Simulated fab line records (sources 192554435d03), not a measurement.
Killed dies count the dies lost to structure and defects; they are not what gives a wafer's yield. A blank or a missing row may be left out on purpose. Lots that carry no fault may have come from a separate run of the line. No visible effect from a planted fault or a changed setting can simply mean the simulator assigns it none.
What tool caused it?	flow n5-finfet	Sampling: 24 lots, 72 wafers, 2 of 1938 route steps

WHAT THE GAUGES READ, wafer by wafer
N5_BEOL_M7_CD_MEAS_35: the cd target is 40 nm.
lot	measured	on	cd-nm (nm)
L074	day 9 23:25	cd-sem-03	38.7 39.5 40.5
L075	day 11 09:38	cd-sem-02	40.6 40.3 41.2
L076	day 12 15:20	cd-sem-03	40.4 40.2 40.0
L077	day 12 21:04	cd-sem-02	40.5 39.8 41.1
L080	day 13 00:11	cd-sem-02	39.9 39.6 39.8
L081	day 13 03:31	cd-sem-01	39.9 39.8 39.9
L079	day 13 08:27	cd-sem-01	40.0 40.1 40.5
L078	day 13 14:02	cd-sem-01	40.3 40.9 41.0
L083	day 13 14:23	cd-sem-02	40.7 41.0 41.2
L082	day 13 14:23	cd-sem-01	41.0 40.4 41.6
L084	day 14 20:47	cd-sem-02	39.9 40.1 40.5
L086	day 15 03:54	cd-sem-01	40.7 39.8 40.1
L093	day 15 03:59	cd-sem-02	40.2 41.0 39.7
L087	day 15 08:35	cd-sem-01	40.4 41.5 39.7
L089	day 15 09:00	cd-sem-01	39.7 40.1 40.1
L085	day 15 09:16	cd-sem-01	40.1 40.1 40.3
L088	day 15 09:23	cd-sem-01	38.9 39.3 40.2
L090	day 15 22:05	cd-sem-02	40.1 41.4 40.2
L091	day 16 04:48	cd-sem-03	39.8 39.9 39.8
L094	day 16 14:52	cd-sem-02	39.4 39.8 39.9
L092	day 17 03:36	cd-sem-01	40.4 39.8 40.5
L095	day 17 04:01	cd-sem-02	38.3 38.1 39.9
L096	day 17 07:16	cd-sem-02	40.2 40.2 40.2
L097	day 17 07:43	cd-sem-03	39.9 39.9 40.8

WHICH TOOL RAN EACH LOT (tool, then ch and the chambers of the sampled wafers, then the start)
lot	N5_BEOL_M7_ETCH_41
L074	rie-diel-05 ch 0,1,2, day 9 23:25 or earlier
L075	rie-diel-06 ch 0,1, day 11 09:38 or earlier
L076	rie-diel-05 ch 0,1,3, day 12 15:20 or earlier
L077	rie-diel-02 ch 0,1, day 12 21:04 or earlier
L080	rie-diel-05 ch 0,1,2, day 13 00:11 or earlier
L081	rie-diel-06 ch 1,2,3, day 13 03:31 or earlier
L079	rie-diel-05 ch 0,1,3, day 13 08:27 or earlier
L078	rie-diel-05 ch 1,3, day 13 14:02 or earlier
L083	rie-diel-02 ch 2,3, day 13 14:23 or earlier
L082	rie-diel-06 ch 1,2,3, day 13 14:23 or earlier
L084	rie-diel-06 ch 0,1, day 14 20:47 or earlier
L086	rie-diel-05 ch 0,1,2, day 15 03:54 or earlier
L093	rie-diel-02 ch 0,2,3, day 15 03:59 or earlier
L087	rie-diel-02 ch 0,2,3, day 15 08:35 or earlier
L089	rie-diel-02 ch 0,2,3, day 15 09:00 or earlier
L085	rie-diel-05 ch 0,3, day 15 09:16 or earlier
L088	rie-diel-02 ch 2,3, day 15 09:23 or earlier
L090	rie-diel-05 ch 0,2,3, day 15 22:05 or earlier
L091	rie-diel-02 ch 0,2,3, day 16 04:48 or earlier
L094	rie-diel-06 ch 0,3, day 16 14:52 or earlier
L092	rie-diel-05 ch 0,3, day 17 03:36 or earlier
L095	rie-diel-05 ch 0,1,3, day 17 04:01 or earlier
L096	rie-diel-05 ch 0,1, day 17 07:16 or earlier
L097	rie-diel-05 ch 0,1,2, day 17 07:43 or earlier
- N5_BEOL_M7_ETCH_41: etches SiCN in CH3F/O2, target depth 31.9 nm, time 57.8 s.

AS READ BY THE TOOLS THEMSELVES (means over the sampled wafers that have a number; for cases with no such wafer, the mark the record gives instead)
N5_BEOL_M7_ETCH_41.
lot	tool	drypump-motor-current-A (A)	oes-product-au (a.u.)	rf-vpp-V (V)	showerhead-plenum-p-Torr (Torr)	throttle-valve-pct (%)
L074	rie-diel-05	5.7	0.74	298.9	2.04	16.21
L075	rie-diel-06	5.1	0.75	296.4	2.00	16.23
L076	rie-diel-05	6.1	0.84	298.0	2.01	16.21
L077	rie-diel-02	5.4	0.76	296.1	1.93	16.31
L080	rie-diel-05	5.7	0.84	298.7	2.04	16.10
L081	rie-diel-06	6.1	0.74	297.1	1.97	16.35
L079	rie-diel-05	6.0	0.83	297.4	2.01	16.21
L078	rie-diel-05	6.1	0.76	296.9	2.00	16.33
L083	rie-diel-02	5.8	0.76	295.6	1.91	16.46
L082	rie-diel-06	6.1	0.73	297.2	1.97	16.35
L084	rie-diel-06	5.0	0.74	297.8	1.99	16.25
L086	rie-diel-05	5.6	0.82	298.5	2.03	16.12
L093	rie-diel-02	5.8	0.82	296.7	1.99	16.35
L087	rie-diel-02	5.8	0.81	296.3	1.99	16.37
L089	rie-diel-02	5.8	0.82	297.4	1.99	16.36
L085	rie-diel-05	6.0	0.86	298.0	2.02	16.13
L088	rie-diel-02	6.1	0.73	296.0	1.94	16.65
L090	rie-diel-05	5.7	0.78	298.3	2.03	16.31
L091	rie-diel-02	5.8	0.80	296.2	1.99	16.38
L094	rie-diel-06	5.6	0.72	295.5	1.95	16.17
L092	rie-diel-05	6.0	0.78	296.6	2.00	16.44
L095	rie-diel-05	6.0	0.79	298.1	2.00	16.26
L096	rie-diel-05	6.0	0.86	297.4	2.02	15.97
L097	rie-diel-05	5.7	0.80	298.1	2.03	16.14

THE ANSWER, worked out from the rows above alone
Rule: usual is defined by the lots themselves. Put in order of their means at a reading, lots are off if they are a third of the lots or fewer, leave a main group of 4 or more, and stand apart from it by a gap of 3 or more times the standard deviation of the main group's means; of several such gaps the widest counts. A main group is skipped when, at the precision printed for the reading in the tables above, its means are all equal. Also off: a lot with no number at a reading for which 4 or more lots have one. All remaining lots with rows at the step are treated as sound. First the gauges in route order, then the tools' own readings, where a lot's mean is used as printed above. The first step at which some lot is off is used, and at that step the reading that is off furthest; a lot without a number counts as furthest.
None of the lots is off at any reading shown; this tells nothing.

WHAT HAD BEEN PUT IN BY THE SIMULATOR
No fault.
